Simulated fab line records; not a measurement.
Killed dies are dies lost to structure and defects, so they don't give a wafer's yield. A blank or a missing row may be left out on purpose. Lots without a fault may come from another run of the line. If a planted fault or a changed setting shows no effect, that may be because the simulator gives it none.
Chamber matching ; flow n5-finfet ; ald-metal-03 running N5_MOL_CONTACT_COAG_ALD_20: 4 sister chambers
The step deposits TiN, target thk 1.5 nm, pulse time 1 s, purge time 3 s. 8 wafers are shown with their chamber, then 12 later ones without.

== WAFERS, EACH WITH ITS CHAMBER ==
wafer;chamber;heater-power-w (W);precursor-pulse-height-rel
L086.1;1;947;1.001
L088.4;0;794;1.031
L088.5;0;794;0.993
L089.4;3;850;1.010
L089.6;2;934;0.985
L091.1;1;972;1.002
L091.2;3;863;1.010
L091.4;2;935;0.996

== WAFERS WHOSE CHAMBER IS MISSING ==
wafer;heater-power-w (W);precursor-pulse-height-rel
L092.2;850;1.006
L092.4;965;1.030
L092.5;838;0.994
L093.2;854;1.003
L093.4;813;1.030
L093.6;933;0.970
L095.1;947;1.009
L095.3;826;1.007
L095.6;971;0.981
L097.1;970;0.992
L097.3;807;1.001
L097.6;830;1.004

== WHICH CHAMBER EACH WENT THROUGH ==
wafer;from the rows above;in truth
L092.2;3;3
L092.4;1;1
L092.5;3;3
L093.2;3;3
L093.4;0;0
L093.6;2;2
L095.1;can't be placed: 1 or 2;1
L095.3;can't be placed: 3 or 0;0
L095.6;can't be placed: 1 or 2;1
L097.1;1;1
L097.3;0;0
L097.6;can't be placed: 3 or 0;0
Placed correctly: 8 of 12. These rows do not allow placing 4 (true chamber among the candidates in 4). Wrongly placed: 0.
How it was worked out, from the rows above alone: a wafer's distance from a chamber is the root of the sum, over the readings, of the square of ((its reading less the chamber's mean) divided by the reading's scatter). If the next closest chamber is less than 2 further off than the closest, the wafer can't be placed; otherwise it belongs to the closest. Each chamber's mean is taken over the wafers shown for it. The scatter: take each reading less its chamber's mean, square it, sum over the shown wafers, divide by the number of wafers less the number of chambers, and take the root.
